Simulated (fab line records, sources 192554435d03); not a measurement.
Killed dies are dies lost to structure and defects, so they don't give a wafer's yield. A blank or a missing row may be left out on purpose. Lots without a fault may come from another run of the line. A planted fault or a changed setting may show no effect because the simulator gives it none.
A struck lot beside a sound one | flow n5_finfet | 21 steps out of a route of 1938
Sound: wafers L144.3, L144.4, L144.6. Struck: wafers L142.2, L142.4, L142.6. The cause comes at the end.
At each step with rows: each side's tool, then ch and its chambers, then its first start. Under that, the readings that differ: sound wafers | struck wafers | difference of the means | sigmas: that difference in standard deviations of wafers without a fault.
alike: readings whose means differ by less than 2 such deviations, and words and numbers that are the same on both sides. not compared: withheld readings, readings that some wafer has no value for, bounds like >300 that may hide the same value, and numbers for which the record gives no deviation and whose values overlap.
The two part at a step that has a row with sigmas, a row that says differs or no value, or rows on one side only. Numbers that don't overlap but have no deviation are shown without sigmas and don't part them. A reading that every wafer of one side lacks parts them only if that side has two wafers or more.

first, 8 steps without rows for these wafers: N5_BEOL_M13_DESCUM_15 (chemistry O2, time 7.9 s); N5_BEOL_M13_ETCH_59 (etches BARC in N2/H2, target depth 89 nm, overetch 26.7 nm, time 67.9 s); N5_BEOL_M13_VIA_ETCH_16 (etches SiOC in C4F8/O2/Ar, target depth 921.7 nm); N5_BEOL_M13_STRIP_63 (strips in N2/H2); N5_BEOL_M13_STRIP_64 (strips in N2/H2); N5_BEOL_M13_STRIP_71 (strips in post etch residue remover, time 60 s); N5_BEOL_M13_SRD_72 (time 30 s, dry time 30 s); N5_BEOL_M13_COAT_65 (time 60 s, resist thk 350 nm).
N5_BEOL_M13_COAT_66: time 60 s, resist thk 110 nm.
  sound on litho_track-02 ch 0, day 14 11:20; struck on litho_track-01 ch 0, day 14 08:43
  reading                                     | sound                | struck               | difference | sigmas
  dispense_pressure_kPa (kPa)                 | 44.8 44.8 44.7       | 49.4 49.4 49.3       | +4.6       | +2
  spin_speed_rpm (rpm)                        | 1500.3 1500.7 1500.3 | 1726.7 1729.6 1726.9 | +227.3     | +99 or more
  model.SiARC_of_BEOL_M13_COAT_66.thk_nm (nm) | 109.6 110 109.8      | 102.4 102.4 102.6    | -7.3       |
  alike: exhaust_pa
then, 8 steps without rows for these wafers: N5_BEOL_M13_COAT_22 (resist thk 300 nm); N5_BEOL_M13_EBR_24; N5_BEOL_M13_SOFTBAKE_23 (time 60 s); N5_BEOL_M13_EXPOSE_25 (exposes mask M13, target cd 210 nm); N5_BEOL_M13_PEB_26 (peb time 90 s); N5_BEOL_M13_DEVELOP_27 (develop time 45 s); N5_BEOL_M13_HARDBAKE_32 (time 120 s); N5_BEOL_M13_DESCUM_33 (chemistry O2, time 7.9 s).
N5_BEOL_M13_ETCH_67: etches SiARC in CF4, target depth 143 nm, time 238.3 s.
  sound on rie_diel-03 ch 1,2,3, day 14 11:52; struck on rie_diel-01 ch 0,1,2, day 14 09:14
  reading                                    | sound           | struck            | difference | sigmas
  etch_rf_on_time_s (s)                      | 241 238 249     | 215 215 219       | -26        | -3
  model.etch.depth_nm (nm)                   | 109.6 110 109.8 | 102.4 102.4 102.5 | -7.4       |
  model.coat_of_BEOL_M13_COAT_22.thk_nm (nm) | 213 211.6 212.4 | 215.6 215.4 216.2 | +3.4       |
  alike: chamber_pressure_mTorr, drypump_motor_current_A, mfc_ar_sccm, oes_product_au, rf_vpp_V, showerhead_plenum_p_Torr, throttle_valve_pct
  not compared: rf_hours_counter_h
N5_BEOL_M13_ETCH_68: etches SOC in N2/H2, time 355 s.
  sound on rie_diel-03 ch 1,2,3, day 14 12:01; struck on rie_diel-01 ch 0,1,2, day 14 09:23
  reading                                     | sound        | struck       | difference | sigmas
  model.SiARC_of_BEOL_M13_COAT_66.thk_nm (nm) | 77 77.6 77.6 | 69 69.2 69.6 | -8         |
  alike: chamber_pressure_mTorr, drypump_motor_current_A, n2_flow_sccm, oes_product_au, rf_vpp_V, showerhead_plenum_p_Torr, throttle_valve_pct
  not compared: rf_hours_counter_h
then, 1 step without rows for these wafers: N5_BEOL_M13_STRIP_69 (strips in N2/H2).
N5_PASSIVATION_PROBE_49:
  the record has rows for the struck wafers here (prober-02, day 15 23:16) and none for the sound ones

WHERE THEY PART
First at N5_BEOL_M13_COAT_66; last, within this record, at N5_PASSIVATION_PROBE_49.

WHY: what the simulator had put in
Process parameter drift: litho_track-01, from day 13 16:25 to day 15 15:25, at N5_BEOL_M13_COAT_66. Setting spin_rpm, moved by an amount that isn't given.
